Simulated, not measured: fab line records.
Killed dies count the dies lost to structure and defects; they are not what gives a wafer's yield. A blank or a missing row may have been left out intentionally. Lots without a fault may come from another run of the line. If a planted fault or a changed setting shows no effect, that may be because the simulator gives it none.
Which tool did it? -- flow nand harc -- 21 wafers from 7 lots sampled at 3 of the route's 1302 steps

## WHAT THE GAUGES READ, wafer by wafer
NHARC_A_ONON_D2_THK_MEAS_24: measures by ellipsometry.
lot,measured,on,thk nm (nm)
L427,day 12 21:05,film metro-02,993 991 993
L429,day 14 11:12,film metro-02,1008 1010 1010
L431,day 15 05:08,film metro-02,986 985 984
L436,day 17 12:30,film metro-02,616 617 618
L442,day 19 11:39,film metro-01,1010 1009 1008
L445,day 20 19:20,film metro-01,989 989 988
L449,day 22 06:47,film metro-01,995 995 993

## WHICH TOOL RAN EACH LOT (tool, then ch and the chambers of the sampled wafers, then the start)
lot,NHARC_A_DECK1_JOINT_DEP_16,NHARC_A_ONON_D2_DEP_22
L427,"pecvd-01 ch 0,1, day 12 09:28","pecvd onon-01 ch 0, day 12 20:38"
L429,"pecvd-04 ch 0,1,2, day 13 23:11","pecvd onon-02 ch 0, day 14 10:42"
L431,"pecvd-04 ch 0,1,2, day 14 15:28","pecvd onon-01 ch 0, day 15 04:37"
L436,"pecvd-02 ch 0,1,2, day 17 00:32","pecvd onon-01 ch 0, day 17 12:00"
L442,"pecvd-02 ch 0,2, day 18 23:05","pecvd onon-02 ch 0, day 19 11:12"
L445,"pecvd-04 ch 0,1, day 20 07:43","pecvd onon-04 ch 0, day 20 18:49"
L449,"pecvd-02 ch 0,2, day 21 21:56","pecvd onon-02 ch 0, day 22 06:16"
- NHARC_A_DECK1_JOINT_DEP_16: deposits SiO2, target thk 45 nm.
- NHARC_A_ONON_D2_DEP_22: target thk 1000 nm.

## THE ANSWER, worked out from the rows above alone
Rule: the lots themselves supply what counts as usual. Put in order of their means at a reading, lots are off if they are a third of the lots or fewer, leave a main group of 4 or more, and stand apart from it by a gap of 3 or more times the standard deviation of the main group's means; of several such gaps the widest counts. A main group is skipped when, at the precision printed for the reading in the tables above, its means are all equal. Also off: a lot with no number at a reading for which 4 or more lots have one. Any other lot the step has rows for is counted as sound.
Off: L436, at NHARC_A_ONON_D2_THK_MEAS_24 (thk nm). Mean 996 nm and standard deviation 9.5 in the main group.
A tool fits if, at a process step before that reading, it ran every lot that is off, and no sound lot after the first of them. The gauges at NHARC_A_ONON_D2_THK_MEAS_24 are tried like those tools. 2 tools fit, pecvd onon-01 at NHARC_A_ONON_D2_DEP_22 and film metro-02 at NHARC_A_ONON_D2_THK_MEAS_24, so this cannot tell which one it is.

## WHAT THE SIMULATOR HAD INSERTED
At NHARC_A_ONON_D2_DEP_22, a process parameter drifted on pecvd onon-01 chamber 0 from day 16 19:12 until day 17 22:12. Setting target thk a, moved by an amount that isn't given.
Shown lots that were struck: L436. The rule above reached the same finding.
